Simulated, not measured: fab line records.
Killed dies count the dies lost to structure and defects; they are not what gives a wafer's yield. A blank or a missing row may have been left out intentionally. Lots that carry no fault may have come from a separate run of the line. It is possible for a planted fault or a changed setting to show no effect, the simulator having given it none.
Which tool was responsible? + flow n5Finfet + 7 lots with 21 wafers sampled at 6 steps, on a route of 1938 steps

== WHAT THE GAUGES SHOWED, per wafer ==
N5_BEOL_M3_CD_MEAS_18: pitch 36 nm, target cd 18 nm.
| lot  | measured     | on       | cdNm (nm)         |
|------|--------------|----------|-------------------|
| L999 | day 8 07:46  | cdSem-03 | 17.50 17.76 17.90 |
| L101 | day 8 21:17  | cdSem-01 | 18.22 17.84 17.61 |
| L105 | day 11 05:59 | cdSem-03 | 18.32 18.18 18.19 |
| L108 | day 12 11:32 | cdSem-03 | - - -             |
| L110 | day 12 23:28 | cdSem-01 | 17.58 17.90 17.76 |
| L115 | day 13 20:21 | cdSem-02 | 18.16 18.10 18.27 |
| L119 | day 14 16:10 | cdSem-03 | 17.93 18.13 17.84 |

== WHAT TOOL EACH LOT RAN ON (gives the tool, then ch and the chambers of the sampled wafers, and finally the start) ==
| lot  | N5_BEOL_M2_ANNEAL_51            | N5_BEOL_M3_ETCH_74                | N5_BEOL_M3_ETCH_64                | N5_BEOL_M3_HM_OPEN_17            | N5_BEOL_M3_STRIP_19               |
|------|---------------------------------|-----------------------------------|-----------------------------------|----------------------------------|-----------------------------------|
| L999 | rtpAnneal-02 ch 0, day 8 05:19  | rieDiel-06 ch 0,2, day 8 07:22    | rieDiel-06 ch 0,2, day 8 07:25    | rieMetal-03 ch 0,1, day 8 07:35  | rieDiel-06 ch 1,2,3, day 8 07:43  |
| L101 | rtpAnneal-02 ch 0, day 8 19:07  | rieDiel-06 ch 0,1,2, day 8 20:52  | rieDiel-06 ch 0,1,2, day 8 20:55  | rieMetal-02 ch 0,1, day 8 21:05  | rieDiel-06 ch 0,1,3, day 8 21:13  |
| L105 | rtpAnneal-02 ch 0, day 11 03:46 | rieDiel-01 ch 2,3, day 11 05:35   | rieDiel-01 ch 2,3, day 11 05:38   | rieMetal-03 ch 0,1, day 11 05:48 | rieDiel-03 ch 1,2,3, day 11 05:55 |
| L108 | rtpAnneal-02 ch 0, day 12 07:32 | rieDiel-03 ch 0,2,3, day 12 11:08 | rieDiel-03 ch 0,2,3, day 12 11:11 | rieMetal-03 ch 0,1, day 12 11:23 | rieDiel-03 ch 0,2,3, day 12 11:28 |
| L110 | rtpAnneal-02 ch 0, day 12 21:21 | rieDiel-03 ch 0,1,2, day 12 23:04 | rieDiel-03 ch 0,1,2, day 12 23:07 | rieMetal-02 ch 0,1, day 12 23:17 | rieDiel-03 ch 1,2, day 12 23:23   |
| L115 | rtpAnneal-02 ch 0, day 13 17:54 | rieDiel-03 ch 0,2,3, day 13 19:58 | rieDiel-03 ch 0,2,3, day 13 20:00 | rieMetal-03 ch 1, day 13 20:10   | rieDiel-06 ch 0,1,2, day 13 20:17 |
| L119 | rtpAnneal-02 ch 0, day 14 14:10 | rieDiel-03 ch 1,2, day 14 15:46   | rieDiel-03 ch 1,2, day 14 15:49   | rieMetal-02 ch 0,1, day 14 16:01 | rieDiel-06 ch 0,3, day 14 16:06   |
- N5_BEOL_M2_ANNEAL_51: time 90 s.
- N5_BEOL_M3_ETCH_74: etches underlayer in N2/H2, target depth 6.5 nm, time 5.2 s.
- N5_BEOL_M3_ETCH_64: etches SOC in N2/H2, target depth 75 nm, overetch 15 nm, time 112.5 s.
- N5_BEOL_M3_HM_OPEN_17: chemistry Cl2/BCl3, target TiN, target depth 20 nm, overetch 6 nm.
- N5_BEOL_M3_STRIP_19: strips in O2.

== THE ANSWER, worked out from the rows above alone ==
Rule: usual is defined by the lots themselves. Put in order of their means at a reading, lots are off if they are a third of the lots or fewer, leave a main group of 4 or more, and stand apart from it by a gap of 3 or more times the standard deviation of the main group's means; of several such gaps the widest counts. If all means in a main group match to the digits the tables above print for the reading, that group is not used. Also off: a lot with no number at a reading for which 4 or more lots have one. All remaining lots with rows at the step are treated as sound.
Off: L108 (N5_BEOL_M3_CD_MEAS_18, cdNm). Without a number there: L108. The main group has a mean of 17.95 nm with a standard deviation of 0.19.
If a tool, at a process step before that reading, ran all the lots that are off and no sound lot after the first of them, it fits. Gauges at N5_BEOL_M3_CD_MEAS_18: tried the same way as those tools. Of those tried, none fits.

== WHAT THE SIMULATOR HAD PUT IN ==
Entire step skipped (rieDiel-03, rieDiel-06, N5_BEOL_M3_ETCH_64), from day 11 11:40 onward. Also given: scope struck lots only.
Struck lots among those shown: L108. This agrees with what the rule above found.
